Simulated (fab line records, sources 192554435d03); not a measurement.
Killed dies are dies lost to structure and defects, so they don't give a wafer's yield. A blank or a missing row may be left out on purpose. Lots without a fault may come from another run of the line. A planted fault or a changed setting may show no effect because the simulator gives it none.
A struck lot beside a sound one | flow n5_finfet | 37 steps out of a route of 1938
Sound: wafers L968.2, L968.5, L968.6. Struck: wafer L967.2. (L967.1, L967.5 of the same lot were not struck and are left out.) The cause comes at the end.
At each step with rows: each side's tool, then ch and its chambers, then its first start. Under that, the readings that differ: sound wafers | struck wafers | difference of the means | sigmas: that difference in standard deviations of wafers without a fault.
alike: readings whose means differ by less than 2 such deviations, and words and numbers that are the same on both sides. not compared: withheld readings, readings that some wafer has no value for, bounds like >300 that may hide the same value, and numbers for which the record gives no deviation and whose values overlap.
The two part at a step that has a row with sigmas, a row that says differs or no value, or rows on one side only. Numbers that don't overlap but have no deviation are shown without sigmas and don't part them. A reading that every wafer of one side lacks parts them only if that side has two wafers or more.

first, 9 steps without rows for these wafers: N5_MOL_CONTACT_COAG_COAT_34 (resist thk 40 nm); N5_MOL_CONTACT_COAG_EBR_36; N5_MOL_CONTACT_COAG_SOFTBAKE_35 (time 60 s); N5_MOL_CONTACT_COAG_EXPOSE_37 (exposes mask VD, defocus 0 nm); N5_MOL_CONTACT_COAG_PEB_38 (peb time 60 s); N5_MOL_CONTACT_COAG_DEVELOP_39 (develop time 30 s); N5_MOL_CONTACT_COAG_DESCUM_45 (chemistry O2, time 7 s); N5_MOL_CONTACT_COAG_ETCH_65 (etches underlayer in N2/H2, target depth 13 nm, time 10.4 s); N5_MOL_CONTACT_COAG_ETCH_66 (etches SiARC in CF4, target depth 13 nm, time 21.7 s).
N5_MOL_CONTACT_COAG_ALD_133: deposits SiO2, target thk 5 nm, pulse time 1 s, co reactant pulse time 1 s.
  sound on ald_sin-03 ch 0,1,3, day 9 00:50; struck on ald_sin-01 ch 3, day 8 13:28
  reading                                            | sound    | struck | difference | sigmas
  ald_cycles                                         | 35 35 35 | 27     | -8         |
  model.SiO2_of_MOL_CONTACT_COAG_ALD_133.thk_nm (nm) | 5 5 5    | 3.8    | -1.2       |
  alike: heater_power_w, precursor_pulse_height_rel
then, 25 steps without rows for these wafers: N5_MOL_CONTACT_COAG_ETCHBACK_134 (etches SiO2 in CHF3, target depth 10 nm, time 6.7 s); N5_MOL_CONTACT_COAG_ETCH_67 (etches SOC in N2/H2, target depth 60 nm, overetch 21 nm, time 101.2 s); N5_MOL_CONTACT_COAG_STRIP_68 (strips in N2/H2); N5_MOL_CONTACT_COAG_STRIP_69 (strips in N2/H2); N5_MOL_CONTACT_COAG_ETCHBACK_136 (etches SiO2 in CHF3, target depth 25 nm, time 16.7 s); N5_MOL_CONTACT_COAG_STRIP_120 (strips in CHF3); N5_MOL_CONTACT_COAG_VIA_ETCH_117 (etches SiO2 in C4F6/O2, target depth 40 nm, overetch 8 nm, time 26 s); N5_MOL_CONTACT_COAG_ETCH_124 (etches SiNx in CH3F/O2, stops on SiOC, target depth 6.5 nm); N5_MOL_CONTACT_COAG_ETCH_48 (etches SiOC in C4F6/O2, target depth 15 nm, overetch 4.5 nm, time 17 s); N5_MOL_CONTACT_COAG_STRIP_72 (strips in N2/H2); N5_MOL_CONTACT_COAG_STRIP_49 (strips in N2/H2, time 30 s); N5_MOL_CONTACT_COAG_PRECLEAN_138 (cleans in alkaline clean, time 60 s); N5_MOL_CONTACT_COAG_SRD_139 (time 30 s); N5_MOL_CONTACT_COAG_PRE_CLEAN_121; N5_MOL_CONTACT_COAG_CVD_140 (deposits W, target thk 66.5 nm, time 215 s); N5_MOL_CONTACT_COAG_PRECLEAN_127 (cleans in DIW, time 57.5 s); N5_MOL_CONTACT_COAG_SRD_128 (dry time 32 s); N5_MOL_CONTACT_COAG_CMP_52 (polishes, stops on SiO2, t overpolish 1.5 s, target thk 66.5 nm); N5_MOL_CONTACT_COAG_ANNEAL_112 (time 1800 s); N5_BEOL_M0_SAQP_PECVD_00 (deposits SiCN from 3MS/NH3, target thk 8 nm, time 14 s); N5_BEOL_M0_SAQP_ILD_DEP_01 (deposits SiOC from DEMS/O2, target thk 45.419 nm, time 8.7 s); N5_BEOL_M0_SAQP_HM_DEP_02 (deposits TiN, target thk 12 nm); N5_BEOL_M0_SAQP_PECVD_03 (deposits SiCN from 3MS/NH3, target thk 12 nm, time 21.1 s); N5_BEOL_M0_SAQP_PECVD_96 (deposits a-Si from SiH4/He, target thk 45 nm, time 45.2 s); N5_BEOL_M0_SAQP_PECVD_97 (deposits SiNx from SiH4/NH3/N2, target thk 23 nm, time 19.9 s).
-- the record jumps here: 3 days lie between the struck wafers' starts before and after (it left off in module BEOL_M0_SAQP and takes up again in module BEOL_M4, whose first step shown is number 1111 of the route) --
N5_BEOL_M4_RC_MEAS_101:
  sound on prober-02 ch 0, day 11 08:40; struck on prober-02 ch 0, day 11 06:31
  reading       | sound          | struck | difference | sigmas
  DIBL_P (mV/V) | 38.2 37.3 39.1 | 33.7   | -4.5       | -2
  ION_N (uA/um) | 688 670 689    | 658    | -24        | -2
  SS_N (mV/dec) | 72.1 72.2 73.6 | 71.4   | -1.2       | -2
  alike: DIBL_N, IOFF_N, IOFF_P, ION_P, SS_P, VT_N, VT_P
-- the record jumps here: 4 days lie between the struck wafers' starts before and after (it left off in module BEOL_M4 and takes up again in module PASSIVATION, whose first step shown is number 1936 of the route) --
N5_PASSIVATION_PROBE_49:
  the record has rows for the struck wafers here (prober-02, day 15 13:01) and none for the sound ones

WHERE THEY PART
First at N5_BEOL_M4_RC_MEAS_101; last, within this record, at N5_PASSIVATION_PROBE_49.

WHY: what the simulator had put in
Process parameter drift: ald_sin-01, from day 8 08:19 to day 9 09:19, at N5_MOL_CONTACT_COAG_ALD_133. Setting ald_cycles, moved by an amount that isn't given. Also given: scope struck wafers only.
